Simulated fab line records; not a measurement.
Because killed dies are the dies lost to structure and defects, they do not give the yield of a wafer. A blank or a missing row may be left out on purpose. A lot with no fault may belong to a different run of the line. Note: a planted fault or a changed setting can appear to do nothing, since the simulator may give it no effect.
Chamber matching    flow nand harc    NHARC_P_CONTACT_DESCUM_17 on rie diel-05: 4 sister chambers
The step chemistry O2, time 3 s. 4 wafers are shown with their chamber, then 7 later ones without.

## WAFERS WITH THEIR CHAMBER
wafer   chamber  drypump motor current A (A)
L078.5  2        6.0
L080.5  1        6.0
L080.6  0        5.6
L082.5  3        6.1

## WAFERS WITHOUT THEIR CHAMBER
wafer   drypump motor current A (A)
L082.6  5.5
L083.3  6.0
L083.5  6.0
L083.6  6.0
L087.1  6.0
L087.3  5.6
L087.4  6.1

## WHICH CHAMBER EACH ONE RAN IN
wafer   from the rows above      in truth
L082.6  0                        0
L083.3  can't be placed: 1 or 2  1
L083.5  can't be placed: 1 or 2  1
L083.6  can't be placed: 1 or 2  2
L087.1  can't be placed: 1 or 2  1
L087.3  0                        0
L087.4  3                        3
3 of 7 placed correctly. Cannot be placed on the basis of these rows: 4; the candidates contain the true chamber in 4. Number placed wrongly: 0.
How it was worked out, from the rows above alone: a wafer's distance from a chamber is the root of the sum, over the readings, of the square of ((its reading less the chamber's mean) divided by the reading's scatter). If the next closest chamber is less than 2 further off than the closest, the wafer can't be placed; otherwise it belongs to the closest. The mean given for a chamber averages the wafers shown for that chamber. The scatter (one wafer shown for each chamber): square how far every hidden wafer sits from the nearest shown wafer, average those squares and take the square root.
